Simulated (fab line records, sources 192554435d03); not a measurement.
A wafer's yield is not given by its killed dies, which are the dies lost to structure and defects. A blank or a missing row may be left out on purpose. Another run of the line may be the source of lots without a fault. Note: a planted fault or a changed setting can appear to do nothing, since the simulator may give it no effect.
fab line records	flow n5Finfet
[record] lots = 8	wafers = 24	lastDay = 18
route steps=1938 shown BEOL_M1@754 BEOL_M4@1111 PASSIVATION@1936
lots untouched by any fault: they come from a run of this same line in which no faults occurred
startH: start of the lot's first displayed wafer, in hours after the record's first day	waitH: how many hours have passed since the lot's step before this one	" repeats the value in the row above	L1.1+2: several wafers, shown together as one row	- no value, or no start given	* or withheld: withheld	< > ~ a bound
route shown NAME@n: names a module that has steps shown in the file, with the first one's number in the route	usual: mean and standard deviation over wafers with no fault	same: alike in all rows	chamber/n: place in a boat	sites: each site's reading	_std_site: the values' standard deviation	_edge_site: inner sites' mean taken away from outer sites' mean	radiusMm: for every site, how far away it sits from the centre of the wafer	mask NAME#n: copy n	behind: the most recent tool/chamber to have shaped the wafer	hold: cause of the lot's hold/its duration in hours/its outcome	device: the transistor (n, p or np) that didn't switch	end of line: the same wafers' tests at the end of the route	a step without rows: its recipe alone	killed: dies that structure and defects cost at the first sort, which is not the same as the wafer's yield	map: a wafer's dies, x killed, . not, _ none there
set.NAME: the setting that was run; set.NAME@STEP: the one run at that earlier step	model.NAME: the simulator's own value behind a step, which no gauge read
route steps across a sampled set of lots; one table per step, one row per wafer
services: the hour from which a tool's chamber was out of use, counted from the record's first day as startH (under 0 if before that day), plus the number of hours and why
[[steps]]
[step N5_BEOL_M1_HM_DEP_02]
[recipe] material = TiN	targetThkA = 200	tempC = 25	chamberPressurePa = 0.49996
[usual] chamberPressurePa = 0.5000/0.0011	throttleValvePct = 30.3/1.3
lot.wafer	tool	chamber	startH	waitH	chamberPressurePa	throttleValvePct
L749.1	pvdSputter-01	-	136.58	0.8	0.4989	31.3
L749.4	"	-	"	"	0.4997	29.9
L749.6	"	-	"	"	0.5005	31.4
L753.1	pvdSputter-02	-	167.24	2.1	0.4998	29.8
L753.2	"	-	"	"	0.5004	31.3
L753.3	"	-	"	"	0.4990	27.8
L755.1	pvdSputter-02	-	181.86	1.6	0.4985	29.9
L755.2	"	-	"	"	0.4993	28.1
L755.4	"	-	"	"	0.4999	31.1
L756.1	pvdSputter-02	-	184.38	3.5	0.5013	31.2
L756.3	"	-	"	"	0.5006	31.4
L756.6	"	-	"	"	0.4988	30.8
L765.2	pvdSputter-02	-	236.92	0.6	0.5007	29.7
L765.4	"	-	"	"	0.5009	30.9
L765.6	"	-	"	"	0.4982	30.0
L767.1	pvdSputter-02	-	243.47	3.0	0.5000	31.5
L767.3	"	-	"	"	0.5003	28.1
L767.4	"	-	"	"	0.4995	29.9
L768.1	pvdSputter-03	-	258.52	0.3	0.5007	28.4
L768.2	"	-	"	"	0.5009	30.5
L768.3	"	-	"	"	0.5001	32.4
L769.1	pvdSputter-01	-	263.65	0.8	0.4980	29.9
L769.4	"	-	"	"	0.4988	31.7
L769.5	"	-	"	"	0.4982	31.5
[step N5_BEOL_M1_VIA_ETCH_34]
[recipe] chemistry = C4F6/O2	targetDepthA = 678	maskMaterial = SOC	pressureMtorr = 15	ionEnergyEv = 250	taperDeg = 4	timeS = 64.4	sourceW = 350	biasW = 170	Ar_flow_sccm = 300	C4F6_flow_sccm = 10	O2_flow_sccm = 10
[usual] biasW = 170.0/0.54	chamberPressureMTorr = 14.999/0.013	drypumpMotorCurrentA = 5.7/0.52	oes_ar_750_au = 0.78/0.085	oesProductAu = 0.78/0.092	rfVppV = 669/10	showerheadPlenumPTorr = 2.89/0.11	throttleValvePct = 30.73/0.26
[same] timeS = 64.4
lot.wafer	tool	chamber	startH	waitH	biasW	chamberPressureMTorr	drypumpMotorCurrentA	oes_ar_750_au	oesProductAu	rfHoursCounterH	rfVppV	showerheadPlenumPTorr	throttleValvePct
L749.1	rieDiel-05	2	138.73	0.0	169.7	14.987	5.0	0.74	0.74	178	666	2.96	31.40
L749.4	"	3	"	"	170.9	15.004	5.6	0.74	0.75	-	672	2.97	30.64
L749.6	"	2	"	"	169.8	14.995	5.0	0.74	0.74	-	666	2.96	31.42
L753.1	rieDiel-02	0	169.79	0.0	169.3	15.000	5.2	0.74	0.73	152	656	2.94	30.86
L753.2	"	2	"	"	169.5	14.989	5.0	0.97	0.98	2	689	3.05	30.72
L753.3	"	3	"	"	170.1	15.013	5.5	0.74	0.75	149	663	2.95	30.92
L755.1	rieDiel-02	3	198.47	0.0	171.3	15.009	5.6	0.74	0.74	157	664	2.95	30.91
L755.2	"	0	"	"	169.4	14.986	5.2	0.74	0.73	161	656	2.93	30.87
L755.4	"	1	"	"	169.9	14.989	5.6	1.00	1.01	3	668	2.99	30.99
L756.1	rieDiel-02	3	203.21	0.0	169.8	15.012	5.5	0.74	0.74	158	663	2.95	30.93
L756.3	"	2	"	"	170.0	14.999	5.0	0.92	0.95	12	690	3.05	30.72
L756.6	"	1	"	"	169.5	14.988	5.6	0.99	1.00	-	669	2.99	30.99
L765.2	rieDiel-06	3	243.07	0.0	171.1	15.018	6.5	0.73	0.72	174	682	2.93	30.51
L765.4	"	0	"	"	169.7	14.996	5.1	0.73	0.72	174	664	2.71	30.67
L765.6	"	1	"	"	171.4	14.997	6.6	0.84	0.70	-	668	2.98	30.25
L767.1	rieDiel-06	2	263.22	0.0	169.5	14.992	5.9	0.92	0.81	12	652	2.77	30.46
L767.3	"	1	"	"	169.6	14.995	6.6	0.82	0.83	62	670	2.98	30.27
L767.4	"	3	"	"	169.9	14.993	6.5	0.72	0.71	181	683	2.93	30.52
L768.1	rieDiel-05	3	268.05	0.0	169.1	15.001	5.6	0.72	0.72	190	671	2.95	30.66
L768.2	"	0	"	"	170.2	14.990	6.1	0.72	0.71	243	669	2.67	30.74
L768.3	"	2	"	"	170.6	14.997	5.0	0.71	0.70	216	666	2.94	31.44
L769.1	rieDiel-02	1	268.32	0.0	169.6	14.996	5.6	0.94	0.94	25	668	2.98	30.99
L769.4	"	2	"	"	169.6	14.976	5.0	0.88	0.91	27	690	3.04	30.71
L769.5	"	2	"	"	170.3	15.000	5.0	0.89	0.91	-	688	3.04	30.72
[step N5_BEOL_M1_STRIP_97]
[recipe] chemistry = N2/H2	timeS = 10	powerW = 450	tempC = 40	pressureMtorr = 20	rfFrequencyHz = 6e+07	biasPowerW = 7	n2FlowSccm = 200	h2FlowSccm = 200
[usual] chamberPressureMTorr = 19.999/0.018	drypumpMotorCurrentA = 5.7/0.52	oesProductAu = 0.78/0.096	rfVppV = 59.4/0.92	showerheadPlenumPTorr = 2.59/0.11	tempC = 39.99/0.1	throttleValvePct = 23.7/0.38
[same] timeS = 10
lot.wafer	tool	chamber	startH	waitH	chamberPressureMTorr	drypumpMotorCurrentA	oesProductAu	rfHoursCounterH	rfVppV	showerheadPlenumPTorr	tempC	throttleValvePct
L749.1	rieDiel-05	2	-	-	19.965	5.0	0.72	178	59.8	2.65	40.16	24.6
L749.4	"	3	"	"	20.002	5.6	0.75	-	59.0	2.66	40.03	23.6
L749.6	"	2	"	"	20.000	5.0	0.72	-	59.0	2.65	40.05	24.6
L753.1	rieDiel-02	0	-	-	19.963	5.1	0.74	152	59.5	2.63	39.93	23.7
L753.2	"	2	"	"	19.976	5.0	0.99	2	61.3	2.70	40.01	23.1
L753.3	"	3	"	"	19.973	5.5	0.74	149	60.2	2.65	40.01	23.8
L755.1	rieDiel-02	3	-	-	20.012	5.5	0.74	157	59.1	2.64	39.80	23.8
L755.2	"	0	"	"	20.008	5.2	0.75	161	60.4	2.63	39.89	23.7
L755.4	"	1	"	"	19.993	5.7	1.00	3	60.2	2.72	39.99	24.4
L756.1	rieDiel-02	3	-	-	20.002	5.5	0.75	158	59.2	2.64	39.99	23.8
L756.3	"	2	"	"	19.982	5.0	0.96	12	59.0	2.70	39.97	23.1
L756.6	"	1	"	"	20.023	5.7	0.99	-	60.0	2.72	39.91	24.4
L765.2	rieDiel-06	3	-	-	20.017	6.5	0.73	174	59.4	2.63	40.25	23.7
L765.4	"	0	"	"	19.989	5.1	0.72	174	58.9	2.41	40.13	23.4
L765.6	"	1	"	"	19.978	6.6	0.85	-	58.2	2.69	39.89	23.4
L767.1	rieDiel-06	2	-	-	20.008	5.9	0.91	12	59.2	2.49	40.10	23.6
L767.3	"	1	"	"	19.996	6.6	0.84	62	60.1	2.69	40.06	23.4
L767.4	"	3	"	"	20.015	6.5	0.72	181	59.6	2.63	40.10	23.7
L768.1	rieDiel-05	3	-	-	20.015	5.6	0.72	190	59.3	2.64	40.06	23.7
L768.2	"	0	"	"	20.001	6.1	0.69	243	58.7	2.39	39.86	23.9
L768.3	"	2	"	"	19.971	5.0	0.70	216	59.4	2.64	40.08	24.6
L769.1	rieDiel-02	1	-	-	20.030	5.6	0.94	25	60.1	2.71	40.10	24.4
L769.4	"	2	"	"	20.014	5.0	0.92	27	60.9	2.69	39.83	23.1
L769.5	"	2	"	"	19.982	5.0	0.92	-	60.1	2.69	39.84	23.1
[step N5_BEOL_M1_OCD_MEAS_38]
[usual] trenchDepthNm = 55.1/0.98
lot.wafer	tool	chamber	startH	waitH	trenchDepthNm
L749.1	ocd-02	-	138.98	-	53.8
L749.4	"	-	"	"	54.8
L749.6	"	-	"	"	54.0
L753.1	ocd-02	-	170.05	-	54.4
L753.2	"	-	"	"	55.7
L753.3	"	-	"	"	55.1
L755.1	ocd-02	-	198.73	-	54.5
L755.2	"	-	"	"	54.2
L755.4	"	-	"	"	56.2
L756.1	ocd-01	-	203.46	-	54.3
L756.3	"	-	"	"	55.5
L756.6	"	-	"	"	55.8
L765.2	ocd-01	-	243.32	-	53.4
L765.4	"	-	"	"	55.1
L765.6	"	-	"	"	40.3
L767.1	ocd-01	-	263.47	-	47.4
L767.3	"	-	"	"	55.8
L767.4	"	-	"	"	53.8
L768.1	ocd-02	-	268.31	-	55.2
L768.2	"	-	"	"	56.7
L768.3	"	-	"	"	55.1
L769.1	ocd-01	-	268.58	-	56.5
L769.4	"	-	"	"	56.1
L769.5	"	-	"	"	55.1
[step N5_BEOL_M1_SURFACE_TREAT_85]
[recipe] gas = Ar	timeS = *	ionEnergyEv = *	ionCurrentMaCm2 = 0.5	pressureMtorr = *	arFlowSccm = 30
[usual] throttleValvePct = *
[same] timeS = *
lot.wafer	tool	chamber	startH	waitH	throttleValvePct
L749.1	pvdSputter-01	-	141.29	0.2	*
L749.4	"	-	"	"	*
L749.6	"	-	"	"	*
L753.1	pvdSputter-01	-	171.29	0.2	*
L753.2	"	-	"	"	*
L753.3	"	-	"	"	*
L755.1	pvdSputter-03	-	200.18	0.1	*
L755.2	"	-	"	"	*
L755.4	"	-	"	"	*
L756.1	pvdSputter-02	-	205.09	0.2	*
L756.3	"	-	"	"	*
L756.6	"	-	"	"	*
L765.2	pvdSputter-01	-	244.36	0.2	*
L765.4	"	-	"	"	*
L765.6	"	-	"	"	*
L767.1	pvdSputter-02	-	264.66	0.4	*
L767.3	"	-	"	"	*
L767.4	"	-	"	"	*
L768.1	pvdSputter-02	-	269.18	0.1	*
L768.2	"	-	"	"	*
L768.3	"	-	"	"	*
L769.1	pvdSputter-03	-	269.86	0.3	*
L769.4	"	-	"	"	*
L769.5	"	-	"	"	*
[step N5_BEOL_M4_RC_MEAS_101]
[usual] DIBL_N = 36.2/1.7	DIBL_P = 36.2/2.2	IOFF_N = 0.16/0.035	IOFF_P = 0.21/0.042	ION_N = 673/13	ION_P = 462/7.9	SS_N = 71.4/0.59	SS_P = 73.2/0.7	VT_N = 250/3.6	VT_P = -251/3.5
lot.wafer	tool	chamber	startH	waitH	DIBL_N[mV/V]	DIBL_P[mV/V]	IOFF_N[nA/um]	IOFF_P[nA/um]	ION_N[uA/um]	ION_P[uA/um]	SS_N[mV/dec]	SS_P[mV/dec]	VT_N[mV]	VT_P[mV]
L749.1	prober-02	0	175.22	0.0	36.6	37.7	0.20	0.26	688	468	72.1	73.4	243	-246
L749.4	"	0	"	"	39.1	41.7	0.27	0.34	713	482	71.7	74.9	240	-244
L749.6	"	0	"	"	39.0	41.1	0.27	0.34	696	476	72.7	74.9	240	-243
L753.1	prober-02	0	211.46	0.0	37.3	37.1	0.18	0.24	676	468	71.6	72.4	249	-248
L753.2	"	0	"	"	37.1	38.6	0.19	0.27	691	477	71.7	73.7	246	-247
L753.3	"	0	"	"	36.5	36.5	0.16	0.22	682	463	71.3	72.6	250	-250
L755.1	prober-01	0	233.47	0.0	38.1	38.7	0.19	0.24	695	468	72.1	73.9	248	-246
L755.2	"	0	"	"	37.1	37.4	0.17	0.22	678	464	72.0	73.7	250	-250
L755.4	"	0	"	"	38.6	39.1	0.19	0.25	681	466	72.6	74.6	245	-246
L756.1	prober-01	0	237.61	0.0	36.3	36.0	0.15	0.20	673	459	71.0	73.7	253	-253
L756.3	"	0	"	"	38.6	38.3	0.20	0.24	670	456	71.4	74.2	248	-251
L756.6	"	0	"	"	37.6	36.5	0.17	0.21	671	462	72.3	73.1	248	-250
L765.2	prober-01	0	287.95	0.2	35.2	34.0	0.13	0.18	668	460	71.4	72.7	250	-253
L765.4	"	0	"	"	37.4	36.2	0.18	0.22	685	467	71.3	72.8	245	-251
L765.6	"	0	"	"	36.4	34.2	0.15	0.19	661	455	70.8	73.1	249	-252
L767.1	prober-01	0	302.20	0.0	37.8	37.2	0.16	0.25	669	459	71.8	73.6	247	-247
L767.3	"	0	"	"	36.2	34.0	0.12	0.19	673	462	71.5	72.6	255	-251
L767.4	"	0	"	"	37.1	34.9	0.15	0.21	675	470	70.9	72.3	249	-249
L768.1	prober-02	0	303.62	0.0	37.0	36.1	0.16	0.21	668	459	71.3	72.9	251	-250
L768.2	"	0	"	"	34.4	33.8	0.12	0.17	666	457	71.0	71.9	255	-253
L768.3	"	0	"	"	37.7	37.8	0.18	0.24	678	459	71.8	73.3	247	-249
L769.1	prober-01	0	305.78	0.0	34.9	36.8	0.15	0.17	665	450	70.6	73.9	252	-257
L769.4	"	0	"	"	35.1	35.5	0.14	0.16	672	451	71.4	73.2	252	-259
L769.5	"	0	"	"	34.1	35.1	0.13	0.16	666	454	71.0	73.1	255	-258
[step N5_PASSIVATION_PROBE_49]
[usual] defectLimitedYield = 91.4/1.4	killed_at_M0_to_M3 = 31/10	killed_at_M4_up = 14/5.6	killedAtContacts = 13/6.3	killedAtFrontEnd = 39/10	killedAtOther = 4/3.1	killedDies = 101/16	killedOnRim = 13/3.9	killedOpen = 65/13	killedShort = 34/7.2	sort_bin_5_function = 5.1/0.88	sort_bin_6_memory = 3.2/0.66	sortNPass = 1079/16	sortYieldPct = 91.4/1.4
[same] grossDies = 1180	killedAtBackSide = 0	sort_bin_4_leakage[%] = 0	sort_bin_8_speed[%] = 0
lot.wafer	tool	chamber	startH	waitH	defectLimitedYield[%]	killed_at_M0_to_M3	killed_at_M4_up	killedAtContacts	killedAtFrontEnd	killedAtOther	killedDies	killedOnRim	killedOpen	killedShort	sort_bin_5_function[%]	sort_bin_6_memory[%]	sortNPass	sortYieldPct[%]
L756.1	prober-01	-	344.96	0.0	92.5	33	14	16	24	2	89	10	61	28	3.9	3.2	1091	92.5
L756.3	prober-01	-	345.06	0.1	93.0	21	17	8	36	1	83	5	65	18	4.3	2.6	1097	93.0
L756.6	prober-01	-	345.21	0.3	92.8	28	20	11	26	0	85	14	57	28	4.7	2.3	1095	92.8
L765.2	prober-01	-	388.35	0.1	91.2	26	12	7	57	2	104	9	71	33	5.1	3.5	1076	91.2
L765.4	prober-01	-	388.45	0.2	92.2	34	14	12	29	3	92	9	55	36	4.9	2.5	1088	92.2
L765.6	prober-01	-	388.55	0.3	64.2	359	22	13	28	0	422	33	54	29	33.5	2.1	758	64.2
L767.1	prober-02	-	405.17	0.0	83.6	131	13	19	29	1	193	23	47	42	13.3	2.9	987	83.6
L767.3	prober-02	-	405.27	0.1	92.3	28	12	10	36	5	91	15	56	30	4.2	2.6	1089	92.3
L767.4	prober-02	-	405.32	0.2	91.0	31	20	8	41	6	106	11	64	39	5.8	2.7	1074	91.0
L768.1	prober-01	-	412.57	0.0	93.1	10	11	11	46	4	82	11	54	25	4.1	2.6	1098	93.1
L768.2	prober-01	-	412.62	0.1	91.8	18	13	24	35	7	97	8	68	27	5.2	2.9	1083	91.8
L768.3	prober-01	-	412.67	0.1	89.2	21	23	21	54	8	127	5	89	37	5.8	4.8	1053	89.2
// killed by level:class
L756.1 MOL_CONTACT_COAG:geometricParticle:open=13 BEOL_M3:geometricParticle:open=7 FIN_SAQP:geometricParticle:open=6 BEOL_M4:geometricParticle:open=6 BEOL_M1:geometricParticle:open=6 BEOL_M2:geometricParticle:open=5 STI_FIN_REVEAL:geometricParticle:open=4 BEOL_M0_SAQP:geometricParticle:open=4
L756.3 STI_FIN_REVEAL:geometricParticle:open=14 MOL_CONTACT_COAG:geometricParticle:open=8 BEOL_M2:geometricParticle:open=7 BEOL_M4:geometricParticle:open=7 FIN_SAQP:geometricParticle:open=5 BEOL_M0_SAQP:geometricParticle:open=4 STARTING-WAFER:geometricParticle:open=4 FIN_SAQP:geometricParticle:short=3
L756.6 BEOL_M4:geometricParticle:open=11 MOL_CONTACT_COAG:geometricParticle:open=8 BEOL_M0_SAQP:geometricParticle:short=8 STI_FIN_REVEAL:geometricParticle:open=7 DUMMY_GATE:geometricParticle:open=4 BEOL_M0_SAQP:geometricParticle:open=4 BEOL_M1:geometricParticle:open=4 BEOL_M3:geometricParticle:open=4
L765.2 FIN_SAQP:geometricParticle:open=16 BEOL_M0_SAQP:geometricParticle:open=14 FIN_SAQP:geometricParticle:short=8 STI_FIN_REVEAL:geometricParticle:open=8 GATE_CUT:geometricParticle:short=5 GATE_CUT:geometricParticle:open=5 BEOL_M0_SAQP:geometricParticle:short=5 BEOL_M4:geometricParticle:open=5
L765.4 BEOL_M0_SAQP:geometricParticle:short=9 MOL_CONTACT_COAG:geometricParticle:open=9 BEOL_M3:geometricParticle:open=6 FIN_SAQP:geometricParticle:open=5 GATE_CUT:geometricParticle:short=5 BEOL_M1:geometricParticle:open=5 BEOL_M2:geometricParticle:open=5 FIN_SAQP:geometricParticle:short=4
L765.6 BEOL_M1:areaOpen=339 MOL_CONTACT_COAG:geometricParticle:open=9 BEOL_M4:geometricParticle:open=7 FIN_SAQP:geometricParticle:short=6 GATE_CUT:geometricParticle:short=6 BEOL_M5:geometricParticle:open=6 BEOL_M3:geometricParticle:open=5 FIN_SAQP:geometricParticle:open=4
L767.1 BEOL_M1:areaOpen=102 MOL_CONTACT_COAG:geometricParticle:open=13 BEOL_M0_SAQP:geometricParticle:short=9 GATE_CUT:geometricParticle:short=8 BEOL_M3:geometricParticle:open=7 MOL_CONTACT_COAG:geometricParticle:short=6 DUMMY_GATE:geometricParticle:open=5 FIN_SAQP:geometricParticle:open=4
L767.3 FIN_SAQP:geometricParticle:short=12 BEOL_M0_SAQP:geometricParticle:open=10 MOL_CONTACT_COAG:geometricParticle:open=9 BEOL_M4:geometricParticle:open=6 BEOL_M1:geometricParticle:open=5 HKMG_FIN:areaEtch=5 BEOL_M0_SAQP:geometricParticle:short=4 DUMMY_GATE:geometricParticle:open=3
L767.4 FIN_SAQP:geometricParticle:open=8 BEOL_M3:geometricParticle:open=8 FIN_SAQP:geometricParticle:short=7 GATE_CUT:geometricParticle:short=6 MOL_CONTACT_COAG:geometricParticle:open=6 BEOL_M2:geometricParticle:open=6 STARTING-WAFER:geometricParticle:open=6 BEOL_M3:geometricParticle:short=5
L768.1 FIN_SAQP:geometricParticle:open=12 MOL_CONTACT_COAG:geometricParticle:open=11 FIN_SAQP:geometricParticle:short=10 DUMMY_GATE:geometricParticle:open=8 BEOL_M1:geometricParticle:open=7 STI_FIN_REVEAL:geometricParticle:open=3 GATE_CUT:geometricParticle:short=3 BEOL_M8:geometricParticle:open=3
L768.2 MOL_CONTACT_COAG:geometricParticle:open=21 STI_FIN_REVEAL:geometricParticle:open=9 BEOL_M1:geometricParticle:open=7 FIN_SAQP:geometricParticle:short=6 FIN_SAQP:geometricParticle:open=5 GATE_CUT:geometricParticle:short=4 BEOL_M4:geometricParticle:short=4 DUMMY_GATE:geometricParticle:open=3
L768.3 STI_FIN_REVEAL:geometricParticle:open=20 MOL_CONTACT_COAG:geometricParticle:open=17 FIN_SAQP:geometricParticle:open=14 FIN_SAQP:geometricParticle:short=10 BEOL_M4:geometricParticle:open=7 BEOL_M1:geometricParticle:open=5 BEOL_M5:geometricParticle:open=5 BEOL_M4:geometricParticle:short=4
[[services]]
tool	chamber	startH	hours	kind
rieDiel-02	1	113.58	17.4	repair
rieDiel-05	1	115.02	3.4	repair
rieDiel-02	2	118.32	7.8	repair
rieDiel-02	2	131.09	-	clean
rieDiel-02	2	131.09	-	consumableReplace:focusRing
rieDiel-02	2	131.09	-	consumableReplace:showerhead
rieDiel-02	2	131.09	30.9	scheduledDown
rieDiel-02	2	131.09	30.9	ventCycle
rieDiel-02	3	144.57	4.2	repair
rieDiel-02	-	154.97	0.8	repair
rieDiel-05	0	160.21	8.9	repair
rieDiel-02	1	171.41	-	clean
rieDiel-02	1	171.41	-	consumableReplace:focusRing
rieDiel-02	1	171.41	-	consumableReplace:showerhead
rieDiel-02	1	171.41	14.4	scheduledDown
rieDiel-02	1	171.41	14.4	ventCycle
rieDiel-06	2	207.73	-	clean
rieDiel-06	2	207.73	-	consumableReplace:focusRing
rieDiel-06	2	207.73	13.7	scheduledDown
rieDiel-06	2	207.73	13.7	ventCycle
rieDiel-02	2	209.65	5.9	repair
rieDiel-06	-	213.63	0.3	repair
[[key]]
[firstSign] step = N5_BEOL_M1_OCD_MEAS_38	reading = trenchDepthNm	direction = down	sigmas = 11	usual = 55.1	struck = 43.8
[effect] step = N5_PASSIVATION_PROBE_49	reading = killed_at_M0_to_M3	direction = up	sigmas = 21	usual = 31	struck = 245
[moreKillsBornAt] N5_BEOL_M1_HM_OPEN_17@rieMetal-03 = 339	N5_BEOL_M1_HM_OPEN_17@rieMetal-02 = 102
metAt N5_BEOL_M1_HM_DEP_02
struckLots L765,L767
struckWafers L765.6,L767.1
notActingAt N5_BEOL_M1_VIA_ETCH_34,N5_BEOL_M1_STRIP_97,N5_BEOL_M1_SURFACE_TREAT_85
onsetBetween 184.38 236.92
[fault] kind = processParameterDrift	tool = pvdSputter-02	chamber = -	onsetH = 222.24	steps = N5_BEOL_M1_HM_DEP_02	channel = targetThkA	offset = *	shape = step	endH = 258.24	scope = struckWafersOnly	actsIn = *	stated = *
